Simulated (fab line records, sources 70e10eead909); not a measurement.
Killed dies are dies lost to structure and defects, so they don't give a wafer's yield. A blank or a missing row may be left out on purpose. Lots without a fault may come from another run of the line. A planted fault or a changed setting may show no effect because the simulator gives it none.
fab line records | flow nand_harc
record lots=24 wafers=72 last_day=34
route steps=1302 shown A_CHANNEL_FILL_D1@494 A_DECK1_JOINT@518 A_CHANNEL_FILL_D2@612
lots that met no fault: from a run of the same line without faults
start_h: hours from the record's first day to the start of the lot's first wafer shown | wait_h: hours since the lot's step before | " the same as in the row above | L1.1+2: a row that stands for several wafers | - no value, or no start given | * or withheld: withheld | < > ~ a bound
route shown NAME@n: a module of which the file shows steps, and the number in the route of the first | usual: mean/standard deviation of fault-free wafers | same: alike in all rows | chamber/n: place in a boat | sites: the reading at each site | _std_site: their standard deviation | _edge_site: outer sites' mean less inner sites' | radius_mm: how far each site lies from the wafer's centre | mask NAME#n: copy n | behind: the tool/chamber that last shaped the wafer | hold: why the lot was held/for how many hours/how that ended | device: the transistor (n, p or np) that didn't switch | end of line: the same wafers' tests at the end of the route | a step without rows: its recipe alone | killed: dies lost to structure and defects at the first sort, not the wafer's yield | map: a wafer's dies, x killed, . not, _ none there
set.NAME: the setting as run; set.NAME@STEP: as run at that earlier step | model.NAME: the simulator's own value behind a step, which no gauge read
steps of the route over a sample of lots; a table a step, a row a wafer
services: from which hour (start_h, from the record's first day; less than 0 if before it) a tool's chamber was out of use, for how many hours, and why
## steps
# step NHARC_A_CHANNEL_FILL_D1_ALD_14
# recipe target_thk_a=25 pulse_time_s=10 ald_cycles=25 temp_c=300 material=SiO2
# usual heater_power_w=493/36 precursor_pulse_height_rel=0.999/0.021 susceptor_temp_C=299.99/0.18
# columns lot.wafer tool chamber start_h wait_h heater_power_w precursor_pulse_height_rel susceptor_temp_C
L074.1 ald_hk-01 2 189.69 0.1 531 0.986 300.18
L074.2 " 3 " " 501 1.010 300.07
L074.6 " 2 " " 543 0.981 300.01
L076.3 ald_hk-01 0 210.91 1.5 453 0.965 300.07
L076.4 " 1 " " 467 1.008 299.85
L076.5 " 3 " " 496 0.955 300.00
L075.1 ald_hk-04 1 213.23 0.1 472 0.983 299.79
L075.2 " 2 " " 560 1.011 300.36
L075.6 " 0 " " 503 1.003 299.95
L077.1 ald_hk-01 2 225.30 0.0 532 1.004 300.00
L077.4 " 0 " " 456 0.961 299.83
L077.2 " 1 " " 462 0.986 299.88
L078.2 ald_hk-04 2 230.80 0.0 552 1.003 299.84
L078.5 " 2 " " 562 1.008 299.82
L078.6 " 3 " " 488 0.999 300.06
L079.4 ald_hk-03 1 241.35 0.1 479 1.031 300.03
L079.2 " 2 " " 463 0.978 299.88
L079.3 " 3 " " 418 0.986 299.89
L080.2 ald_hk-01 1 249.68 0.1 479 1.008 300.09
L080.4 " 2 " " 543 1.001 299.88
L080.6 " 0 " " 450 0.998 299.90
L081.1 ald_hk-01 2 261.69 0.1 538 0.988 299.89
L081.6 " 1 " " 472 1.008 299.98
L081.5 " 2 " " 550 0.987 300.24
L082.1 ald_hk-04 1 278.02 0.0 463 1.049 299.98
L082.4 " 3 " " 489 1.020 300.15
L082.5 " 1 " " 467 1.008 299.87
L083.1 ald_hk-04 3 283.46 1.5 497 1.005 300.10
L083.3 " 0 " " 495 0.998 299.95
L083.5 " 3 " " 487 1.012 299.84
L084.2 ald_hk-01 1 294.58 1.0 471 0.995 300.03
L084.5 " 3 " " 517 0.983 299.75
L084.6 " 0 " " 450 0.962 300.11
L085.3 ald_hk-01 1 297.88 0.0 477 0.997 299.98
L085.2 " 3 " " 509 0.993 300.10
L085.5 " 1 " " 472 0.986 299.85
L086.4 ald_hk-01 0 310.89 0.0 454 0.983 300.04
L086.2 " 1 " " 435 1.016 300.08
L086.5 " 1 " " 432 1.011 300.19
L087.2 ald_hk-01 2 333.26 0.0 539 1.021 299.88
L087.1 " 1 " " 436 0.993 300.11
L087.5 " 2 " " 544 1.013 299.87
L088.3 ald_hk-03 1 341.58 0.0 485 0.969 299.71
L088.1 " 2 " " 453 0.989 299.45
L088.4 " 0 " " 508 0.958 300.05
L090.1 ald_hk-01 2 362.64 0.0 544 0.994 299.98
L090.3 " 3 " " 522 0.986 299.76
L090.5 " 2 " " 541 0.964 299.90
L089.1 ald_hk-04 3 362.72 0.1 498 1.033 300.25
L089.6 " 1 " " 454 1.000 299.97
L089.5 " 2 " " 537 0.990 299.95
L091.4 ald_hk-04 0 365.71 0.0 497 1.016 299.85
L091.5 " 0 " " 479 1.012 300.12
L091.6 " 1 " " 456 0.997 300.15
L092.1 ald_hk-01 0 377.22 0.0 459 1.002 299.64
L092.3 " 1 " " 424 0.963 300.13
L092.5 " 0 " " 455 1.007 299.77
L093.2 ald_hk-04 1 377.30 0.1 476 1.032 300.16
L093.5 " 3 " " 501 1.011 300.16
L093.6 " 0 " " 505 1.017 300.51
L094.2 ald_hk-04 1 396.22 0.6 449 1.009 -
L094.3 " 3 " " 501 1.018 -
L094.5 " 1 " " 469 1.007 -
L096.4 ald_hk-04 3 417.70 0.1 509 0.977 299.91
L096.1 " 0 " " 473 1.001 299.95
L096.6 " 2 " " 559 1.013 300.15
L095.1 ald_hk-01 1 417.70 0.1 443 1.034 299.92
L095.4 " 2 " " 561 1.006 300.02
L095.6 " 1 " " 429 1.006 299.99
L097.4 ald_hk-04 1 423.12 0.1 475 1.016 299.97
L097.3 " 2 " " 542 0.977 299.98
L097.2 " 3 " " 504 1.003 299.92
# step NHARC_A_CHANNEL_FILL_D1_THK_MEAS_06
# recipe thk_meas_gauge=ellipsometry
# usual thk_nm=5.1/1
# columns lot.wafer tool chamber start_h wait_h thk_nm
L074.1 film_metro-02 - 218.56 0.4 4.3
L074.2 " - " " 5.3
L074.6 " - " " 5.9
L075.1 film_metro-02 - 240.90 0.4 4.4
L075.2 " - " " 6.3
L075.6 " - " " 4.7
L076.3 film_metro-01 - 240.90 0.4 5.9
L076.4 " - " " 5.3
L076.5 " - " " 5.0
L077.1 film_metro-01 - 255.65 0.4 5.2
L077.2 " - " " 5.5
L077.4 " - " " 4.3
L078.2 film_metro-01 - 260.03 0.4 4.7
L078.5 " - " " 4.9
L078.6 " - " " 3.6
L079.2 film_metro-02 - 270.48 0.4 6.1
L079.3 " - " " 5.9
L079.4 " - " " 5.8
L080.2 film_metro-02 - 280.84 0.4 5.4
L080.4 " - " " 5.7
L080.6 " - " " 6.9
L081.1 film_metro-01 - 290.76 0.4 4.9
L081.5 " - " " 7.4
L081.6 " - " " 5.0
L082.1 film_metro-01 - 310.99 0.4 4.9
L082.4 " - " " 5.1
L082.5 " - " " 5.6
L083.1 film_metro-02 - 310.99 0.4 5.7
L083.3 " - " " 6.0
L083.5 " - " " 4.5
L084.2 film_metro-02 - 326.07 0.4 5.2
L084.5 " - " " 5.3
L084.6 " - " " 6.4
L085.2 film_metro-01 - 326.08 0.4 5.3
L085.3 " - " " 5.6
L085.5 " - " " 4.9
L086.2 film_metro-01 - 339.76 0.4 7.1
L086.4 " - " " 3.3
L086.5 " - " " 4.4
L087.1 film_metro-02 - 362.19 0.4 4.5
L087.2 " - " " 3.1
L087.5 " - " " 5.0
L088.1 film_metro-01 - 371.52 0.4 3.9
L088.3 " - " " 4.3
L088.4 " - " " 4.1
L090.1 film_metro-01 - 391.55 0.4 4.9
L090.3 " - " " 5.2
L090.5 " - " " 6.6
L089.1 film_metro-02 - 391.55 0.4 6.3
L089.5 " - " " 4.4
L089.6 " - " " 5.7
L091.4 film_metro-02 - 395.22 0.4 2.6
L091.5 " - " " 6.5
L091.6 " - " " 3.4
L092.1 film_metro-01 - 407.23 0.4 5.3
L092.3 " - " " 5.3
L092.5 " - " " 5.3
L093.2 film_metro-02 - 407.23 0.4 5.5
L093.5 " - " " 6.0
L093.6 " - " " 5.1
L094.2 film_metro-02 - 425.46 0.4 4.1
L094.3 " - " " 5.2
L094.5 " - " " 4.9
L095.1 film_metro-01 - 446.60 0.4 6.9
L095.4 " - " " 2.8
L095.6 " - " " 4.8
L096.1 film_metro-02 - 446.60 0.4 5.2
L096.4 " - " " 7.4
L096.6 " - " " 5.4
L097.2 film_metro-02 - 453.02 0.4 6.8
L097.3 " - " " 4.8
L097.4 " - " " 4.3
# step NHARC_A_DECK1_JOINT_ETCHBACK_07
# recipe target_depth_a=1050 time_s=26.9 hbr_flow_sccm=150 rf_w=350 icp_w=350 bias_w=60 chemistry=HBr
# usual drypump_motor_current_A=5.6/0.4 oes_product_au=0.999/0.015 throttle_valve_pct=23.266/0.0092
# columns lot.wafer tool chamber start_h wait_h drypump_motor_current_A oes_product_au rf_hours_counter_h throttle_valve_pct
L074.2 rie_si-06 3 231.01 0.1 5.1 0.982 1.1 23.252
L074.1 " 2 " " 5.8 0.991 1.0 23.266
L074.6 " 3 " " 5.1 1.000 - 23.264
L076.4 rie_si-01 1 252.77 0.1 5.4 1.021 0.4 23.262
L076.3 " 3 " " 6.0 0.995 0.3 23.257
L076.5 " 1 " " 5.4 1.013 - 23.268
L075.2 rie_si-04 2 252.77 0.1 6.0 1.006 0.4 23.282
L075.1 " 0 " " 6.0 1.016 0.6 23.263
L075.6 " 2 " " 6.0 1.010 - 23.269
L077.2 rie_si-01 2 267.45 0.1 5.0 0.991 0.5 23.250
L077.4 " 3 " " 6.1 1.002 0.4 23.274
L077.1 " 0 " " 5.6 0.977 0.4 23.273
L078.2 rie_si-04 1 271.88 0.1 6.3 1.000 0.6 23.256
L078.5 " 0 " " 6.0 1.014 - 23.274
L078.6 " 1 " " 6.3 0.996 - 23.265
L079.3 rie_si-01 0 282.34 0.1 5.6 0.975 0.5 23.284
L079.2 " 1 " " 5.5 1.028 0.7 23.259
L079.4 " 1 " " 5.5 1.037 - 23.270
L080.4 rie_si-04 1 292.76 0.1 6.3 1.008 0.7 23.275
L080.2 " 2 " " 6.0 0.997 0.7 23.267
L080.6 " 1 " " 6.3 1.015 - 23.275
L081.1 rie_si-06 1 302.64 0.1 5.9 0.998 0.3 23.251
L081.6 " 1 " " 5.9 1.000 - 23.252
L081.5 " 2 " " 5.8 0.991 - 23.264
L083.1 rie_si-01 1 322.90 0.1 5.5 1.025 1.0 23.263
L083.3 " 0 " " 5.6 0.974 0.8 23.269
L083.5 " 2 " " 5.0 0.987 - 23.267
L082.1 rie_si-04 3 322.91 0.1 5.6 0.994 0.9 23.261
L082.4 " 0 " " 6.0 1.021 0.9 23.256
L082.5 " 2 " " 6.0 1.011 - 23.271
L085.3 rie_si-04 3 337.99 0.1 5.6 0.993 1.1 23.254
L085.2 " 0 " " 6.0 1.024 1.0 23.265
L085.5 " 3 " " 5.6 0.992 - 23.271
L084.2 rie_si-01 0 338.04 0.1 5.6 0.979 0.9 23.252
L084.5 " 1 " " 5.5 1.032 - 23.273
L084.6 " 2 " " 5.0 0.982 - 23.255
L086.4 rie_si-04 1 351.66 0.1 6.3 0.987 0 23.249
L086.2 " 3 " " 5.7 0.992 0 23.276
L086.5 " 1 " " 6.3 0.993 - 23.251
L087.2 rie_si-06 1 374.16 0.1 5.9 0.979 0.8 23.261
L087.1 " 3 " " 5.1 0.972 0.6 23.267
L087.5 " 2 " " 5.8 0.990 - 23.275
L088.1 rie_si-01 1 383.46 0.1 5.4 1.018 0 23.265
L088.3 " 3 " " 6.1 1.007 0 23.269
L088.4 " 0 " " 5.6 0.999 0 23.234
L090.1 rie_si-04 0 403.34 0.1 6.0 1.006 0.4 23.260
L090.3 " 1 " " 6.3 0.990 0.4 23.269
L090.5 " 0 " " 6.0 1.008 - 23.269
L089.1 rie_si-06 2 403.38 0.1 5.8 1.000 0.8 23.262
L089.5 " 3 " " 5.1 0.993 - 23.255
L089.6 " 0 " " 5.5 1.012 - 23.271
L091.4 rie_si-01 3 407.61 0.1 6.1 1.007 0.2 23.269
L091.5 " 1 " " 5.4 1.032 - 23.264
L091.6 " 2 " " 5.0 0.976 - 23.263
L092.1 rie_si-06 3 419.09 0.1 5.1 0.980 0.9 23.269
L092.3 " 1 " " 5.9 0.987 1.0 23.261
L092.5 " 3 " " 5.1 0.973 - 23.260
L093.2 rie_si-01 0 419.11 0.1 5.5 0.996 0.2 23.263
L093.6 " 2 " " 5.0 0.981 - 23.263
L093.5 " 3 " " 6.0 1.004 - 23.263
L094.3 rie_si-06 0 437.99 0.1 5.5 1.005 0 23.251
L094.2 " 3 " " 5.1 0.985 0 23.250
L094.5 " 1 " " 5.9 1.009 - 23.270
L095.1 rie_si-01 1 458.65 0.1 5.4 1.026 0.5 23.271
L095.4 " 3 " " 6.1 1.006 0.6 23.280
L095.6 " 1 " " 5.4 1.017 - 23.265
L096.1 rie_si-06 1 458.67 0.1 5.9 1.012 0.1 23.267
L096.4 " 2 " " 5.8 1.015 0.1 23.282
L096.6 " 3 " " 5.1 0.983 - 23.279
L097.3 rie_si-06 2 465.03 0.1 5.8 1.002 0.1 23.259
L097.2 " 3 " " 5.1 0.980 0.1 23.272
L097.4 " 2 " " 5.8 1.017 - 23.273
# step NHARC_A_DECK1_JOINT_CMP_13
# recipe target_thk_nm=51.023
# usual motor_current_A=12.0/1 slurry_flow_ml_min=150.1/0.44 time_to_endpoint_s=9/3.2
# columns lot.wafer tool chamber start_h wait_h motor_current_A slurry_flow_ml_min time_to_endpoint_s
L074.1 cmp-02 2 244.33 0.4 11.3 149.3 6
L074.2 " 1 " " 13.9 150.3 2
L074.6 " 2 " " 11.2 149.4 5
L075.1 cmp-02 1 262.85 0.4 13.7 150.0 3
L075.2 " 2 " " 10.5 149.6 7
L075.6 " 2 " " 11.6 150.1 9
L076.3 cmp-01 2 262.90 0.4 11.5 149.6 10
L076.4 " 1 " " 10.0 150.5 13
L076.5 " 3 " " 12.7 150.6 13
L077.2 cmp-03 1 278.76 0.4 13.0 150.0 7
L077.1 " 2 " " 11.7 149.9 5
L077.4 " 3 " " 12.5 150.3 4
L078.2 cmp-03 2 282.26 0.5 11.5 150.0 6
L078.6 " 3 " " 11.6 149.4 6
L078.5 " 0 " " 11.3 150.0 10
L079.2 cmp-02 0 292.92 0.4 12.1 150.2 12
L079.4 " 1 " " 13.6 149.5 7
L079.3 " 2 " " 11.4 150.3 9
L080.4 cmp-03 1 303.03 0.4 12.2 150.1 11
L080.2 " 3 " " 12.5 150.5 7
L080.6 " 0 " " 11.8 150.3 13
L081.1 cmp-01 0 313.18 0.4 14.2 150.5 11
L081.6 " 2 " " 11.6 150.3 7
L081.5 " 3 " " 12.6 150.7 11
L082.1 cmp-02 2 335.15 0.4 10.8 150.0 8
L082.4 " 3 " " 12.2 150.1 4
L082.5 " 2 " " 11.6 150.2 6
L083.3 cmp-01 2 335.15 0.4 12.0 150.2 11
L083.1 " 3 " " 12.2 150.2 13
L083.5 " 3 " " 12.5 150.2 12
L085.3 cmp-02 0 350.09 0.4 11.7 150.2 13
L085.2 " 1 " " 13.9 150.1 6
L085.5 " 1 " " 13.4 150.4 4
L084.2 cmp-01 1 350.16 0.4 10.0 149.5 15
L084.5 " 2 " " 11.5 150.1 15
L084.6 " 3 " " 11.7 150.3 13
L086.4 cmp-01 2 362.10 0.4 11.4 150.3 13
L086.2 " 3 " " 12.2 150.4 11
L086.5 " 1 " " 10.1 149.9 12
L087.1 cmp-03 1 384.48 0.4 13.3 150.5 8
L087.2 " 2 " " 10.7 150.0 8
L087.5 " 0 " " 11.2 149.9 11
L088.1 cmp-03 2 393.56 0.4 10.8 150.6 8
L088.3 " 3 " " 11.7 150.2 6
L088.4 " 0 " " 11.1 150.2 10
L089.1 cmp-03 0 413.65 0.4 11.4 149.5 9
L089.6 " 3 " " 12.6 150.5 8
L089.5 " 0 " " 11.8 149.4 9
L090.1 cmp-01 3 413.68 0.4 12.5 149.9 13
L090.3 " 0 " " 13.7 150.8 11
L090.5 " 2 " " 11.5 150.1 13
L091.4 cmp-02 2 417.95 0.4 11.2 149.6 7
L091.6 " 3 " " 12.4 150.4 5
L091.5 " 0 " " 11.3 149.4 11
L092.1 cmp-03 0 429.67 0.4 10.9 150.2 10
L092.3 " 2 " " 11.2 149.6 8
L092.5 " 3 " " 11.8 149.3 7
L093.2 cmp-03 3 429.84 0.6 12.6 149.6 7
L093.5 " 1 " " 12.2 149.6 11
L093.6 " 2 " " 11.8 149.5 6
L094.3 cmp-03 3 448.39 0.4 12.2 149.9 6
L094.2 " 0 " " 11.0 149.8 8
L094.5 " 2 " " 11.6 149.8 4
L096.4 cmp-02 2 468.77 0.4 11.9 151.1 8
L096.1 " 0 " " 11.8 150.0 11
L096.6 " 2 " " 11.7 150.2 9
L095.4 cmp-01 0 468.77 0.4 13.8 149.8 11
L095.1 " 2 " " 11.5 150.6 14
L095.6 " 0 " " 13.1 149.9 11
L097.3 cmp-01 3 475.16 0.4 12.8 150.5 13
L097.4 " 0 " " 13.5 150.2 13
L097.2 " 1 " " 10.0 149.1 14
# step NHARC_A_CHANNEL_FILL_D2_ALD_02
# recipe target_thk_a=60 pulse_time_s=10 ald_cycles=60 temp_c=300 material=SiO2
# usual heater_power_w=469/54 precursor_pulse_height_rel=1.000/0.021 susceptor_temp_C=300.01/0.22
# columns lot.wafer tool chamber start_h wait_h heater_power_w precursor_pulse_height_rel susceptor_temp_C
L074.2 ald_hk-02 1 292.95 - 397 1.017 300.02
L074.1 " 3 " " 583 1.010 300.12
L074.6 " 2 " " 469 0.958 299.58
L076.3 ald_hk-02 0 311.56 - 437 1.007 299.77
L076.4 " 2 " " 460 1.013 299.96
L076.5 " 0 " " 442 0.972 300.12
L075.2 ald_hk-02 3 312.42 - 576 1.008 300.14
L075.1 " 0 " " 445 0.969 300.41
L075.6 " 0 " " 439 0.985 300.63
L077.4 ald_hk-01 0 330.44 - 448 0.989 300.08
L077.2 " 1 " " 436 1.017 299.96
L077.1 " 3 " " 529 0.987 299.62
L078.2 ald_hk-01 1 332.68 - 428 0.989 300.32
L078.5 " 3 " " 516 1.044 299.95
L078.6 " 0 " " 463 0.996 300.22
L079.4 ald_hk-02 2 345.08 - 470 1.019 299.83
L079.2 " 0 " " 433 0.992 300.27
L079.3 " 1 " " 411 1.014 299.82
L080.2 ald_hk-02 2 347.51 - 464 0.992 300.03
L080.4 " 1 " " 410 1.011 300.12
L080.6 " 2 " " 464 0.974 299.64
L081.1 ald_hk-01 3 365.58 - 512 1.024 300.11
L081.6 " 3 " " 533 1.045 300.09
L081.5 " 0 " " 457 0.994 300.23
L083.3 ald_hk-01 1 384.62 - 431 1.004 -
L083.1 " 3 " " 526 0.968 -
L083.5 " 2 " " 530 1.000 -
L082.1 ald_hk-01 2 385.41 - 527 0.983 299.79
L082.4 " 3 " " 515 0.971 300.41
L082.5 " 1 " " 433 1.033 300.04
L085.3 ald_hk-02 1 404.17 - 407 0.952 299.87
L085.2 " 2 " " 462 1.001 300.13
L085.5 " 0 " " 434 0.994 299.95
L084.2 ald_hk-02 1 406.58 - 403 0.982 300.15
L084.5 " 0 " " 419 1.025 299.87
L084.6 " 1 " " 404 1.035 299.77
L086.2 ald_hk-01 1 414.90 - 441 0.998 299.94
L086.4 " 2 " " 536 1.004 300.06
L086.5 " 1 " " 439 1.015 299.92
L087.2 ald_hk-01 1 440.23 - 447 0.973 299.82
L087.1 " 2 " " 551 1.005 300.04
L087.5 " 1 " " 431 1.004 299.70
L088.3 ald_hk-03 2 444.85 - 417 0.989 299.75
L088.1 " 3 " " 467 0.978 300.28
L088.4 " 1 " " 462 1.017 299.80
L090.1 ald_hk-02 0 466.78 - 428 1.015 300.29
L090.3 " 3 " " 546 0.959 300.29
L090.5 " 0 " " 423 0.963 300.28
L089.1 ald_hk-01 2 468.22 - 549 0.989 299.68
L089.6 " 0 " " 452 1.004 300.14
L089.5 " 1 " " 433 0.993 299.77
L091.4 ald_hk-01 3 471.02 - 516 0.989 300.18
L091.6 " 2 " " 536 1.028 299.52
L091.5 " 3 " " 523 1.003 300.19
L093.2 ald_hk-02 2 483.83 - 467 0.991 299.78
L093.6 " 3 " " 561 0.975 300.05
L093.5 " 0 " " 410 1.042 299.82
L092.1 ald_hk-02 1 491.75 - 399 1.013 299.77
L092.3 " 0 " " 417 1.002 299.98
L092.5 " 2 " " 459 0.981 300.01
L094.2 ald_hk-02 0 500.23 - 425 0.960 299.86
L094.3 " 3 " " 554 1.024 299.84
L094.5 " 0 " " 414 1.008 299.96
L096.4 ald_hk-03 2 520.70 0.1 420 0.995 300.13
L096.1 " 0 " " 530 1.010 299.89
L096.6 " 2 " " 421 1.018 300.10
L095.4 ald_hk-02 0 520.71 - 426 1.014 299.86
L095.1 " 2 " " 446 0.983 299.98
L095.6 " 0 " " 421 0.974 300.01
L097.3 ald_hk-02 1 525.02 - 406 1.000 299.97
L097.4 " 2 " " 451 1.003 299.89
L097.2 " 3 " " 556 1.017 299.89
# step NHARC_A_CHANNEL_FILL_D2_ALD_16
# recipe target_thk_a=15 pulse_time_s=10 ald_cycles=15 temp_c=300 material=SiO2
# usual heater_power_w=479/52 precursor_pulse_height_rel=0.997/0.018 susceptor_temp_C=300.00/0.19
# columns lot.wafer tool chamber start_h wait_h heater_power_w precursor_pulse_height_rel susceptor_temp_C
L074.1 ald_hk-03 1 305.25 0.2 470 0.981 300.18
L074.2 " 3 " " 425 0.994 299.71
L074.6 " 0 " " 515 1.042 300.04
L076.3 ald_hk-01 2 323.74 0.0 550 0.968 299.87
L076.4 " 3 " " 506 1.008 300.13
L076.5 " 2 " " 538 1.000 299.76
L075.2 ald_hk-02 1 323.79 0.1 405 1.024 300.13
L075.1 " 2 " " 470 0.989 300.13
L075.6 " 0 " " 435 1.018 299.94
L077.4 ald_hk-02 2 342.64 0.0 472 0.972 300.03
L077.2 " 0 " " 446 0.972 300.15
L077.1 " 1 " " 403 1.010 299.99
L078.2 ald_hk-03 1 342.64 0.0 468 1.001 299.99
L078.6 " 1 " " 476 1.019 299.95
L078.5 " 2 " " 446 1.016 300.28
L079.4 ald_hk-01 3 358.47 0.0 523 1.005 299.66
L079.3 " 0 " " 441 0.995 299.98
L079.2 " 2 " " 539 0.994 300.10
L080.2 ald_hk-03 1 358.52 0.1 482 0.975 299.88
L080.4 " 2 " " 459 0.996 299.98
L080.6 " 3 " " 428 1.015 300.12
L081.1 ald_hk-01 2 377.78 0.0 526 1.043 300.08
L081.5 " 2 " " 529 1.009 299.53
L081.6 " 3 " " 532 1.003 299.96
L083.1 ald_hk-01 1 399.10 2.3 430 0.992 300.20
L083.3 " 2 " " 532 0.972 300.01
L083.5 " 1 " " 440 0.963 299.83
L082.1 ald_hk-02 2 399.21 2.4 447 1.005 299.95
L082.4 " 0 " " 420 0.987 300.18
L082.5 " 2 " " 458 0.994 299.75
L084.2 ald_hk-01 1 416.53 0.1 440 1.010 300.14
L084.5 " 2 " " 534 1.002 300.03
L084.6 " 3 " " 527 0.984 300.18
L085.2 ald_hk-01 1 416.61 0.2 441 0.992 299.67
L085.3 " 3 " " 520 0.977 300.42
L085.5 " 1 " " 430 0.992 299.71
L086.4 ald_hk-02 1 427.01 0.0 410 1.015 299.97
L086.2 " 3 " " 561 0.956 299.81
L086.5 " 2 " " 446 1.012 299.80
L087.1 ald_hk-01 3 454.73 0.0 532 1.027 300.05
L087.2 " 2 " " 542 0.997 299.98
L087.5 " 0 " " 451 1.027 299.94
L088.3 ald_hk-01 1 454.92 0.2 442 0.999 299.89
L088.1 " 2 " " 547 0.977 299.92
L088.4 " 3 " " 506 0.991 300.03
L090.3 ald_hk-02 0 481.77 1.0 437 1.008 300.04
L090.1 " 1 " " 413 0.989 299.99
L090.5 " 3 " " 569 0.989 300.11
L089.1 ald_hk-02 0 481.96 1.2 424 0.999 299.84
L089.6 " 2 " " 451 1.002 300.25
L089.5 " 3 " " 557 1.002 300.06
L091.4 ald_hk-02 0 486.76 0.1 414 0.968 300.02
L091.6 " 2 " " 452 0.923 299.77
L091.5 " 3 " " 543 0.995 299.79
L093.2 ald_hk-03 2 495.94 0.1 422 1.002 299.86
L093.5 " 0 " " 540 1.037 299.91
L093.6 " 1 " " 454 1.004 300.15
L092.1 ald_hk-02 2 504.01 0.0 442 0.975 300.09
L092.3 " 3 " " 546 1.003 299.63
L092.5 " 2 " " 458 0.991 300.10
L094.3 ald_hk-02 0 512.37 0.0 422 1.021 -
L094.2 " 3 " " 560 1.024 -
L094.5 " 0 " " 423 1.035 -
L096.1 ald_hk-01 1 534.03 0.0 457 1.026 299.84
L096.4 " 2 " " 561 0.986 299.93
L096.6 " 1 " " 458 0.977 300.00
L095.4 ald_hk-01 0 534.19 0.2 442 1.017 299.67
L095.1 " 1 " " 452 0.997 299.98
L095.6 " 0 " " 439 1.003 300.13
L097.3 ald_hk-02 0 537.20 0.1 415 0.976 300.03
L097.4 " 1 " " 435 0.974 300.11
L097.2 " 2 " " 466 0.990 299.96
## services
# columns tool chamber start_h hours kind
ald_hk-04 - 169.97 0.3 repair
ald_hk-02 - 170.56 10.0 pm
rie_si-01 - 193.00 9.0 pm
cmp-03 - 200.19 1.8 repair
cmp-03 - 216.74 0.5 repair
rie_si-01 0 218.09 2.7 repair
cmp-03 - 246.86 1.6 repair
cmp-03 - 260.00 4.0 pm
rie_si-01 3 275.33 7.9 repair
ald_hk-02 - 279.75 0.7 repair
cmp-03 - 289.72 1.9 repair
ald_hk-01 - 298.17 10.0 pm
rie_si-01 1 299.88 1.5 repair
cmp-03 - 310.92 3.1 repair
ald_hk-02 - 331.83 2.5 repair
ald_hk-02 - 348.56 10.0 pm
cmp-03 - 357.78 0.6 repair
rie_si-01 - 364.01 1.4 repair
ald_hk-01 - 367.01 0.5 repair
rie_si-01 - 370.00 9.0 pm
cmp-03 - 388.27 2.0 repair
ald_hk-04 - 437.35 10.0 pm
ald_hk-01 - 476.97 10.0 pm
ald_hk-04 - 534.61 0.5 repair
## key
fault none
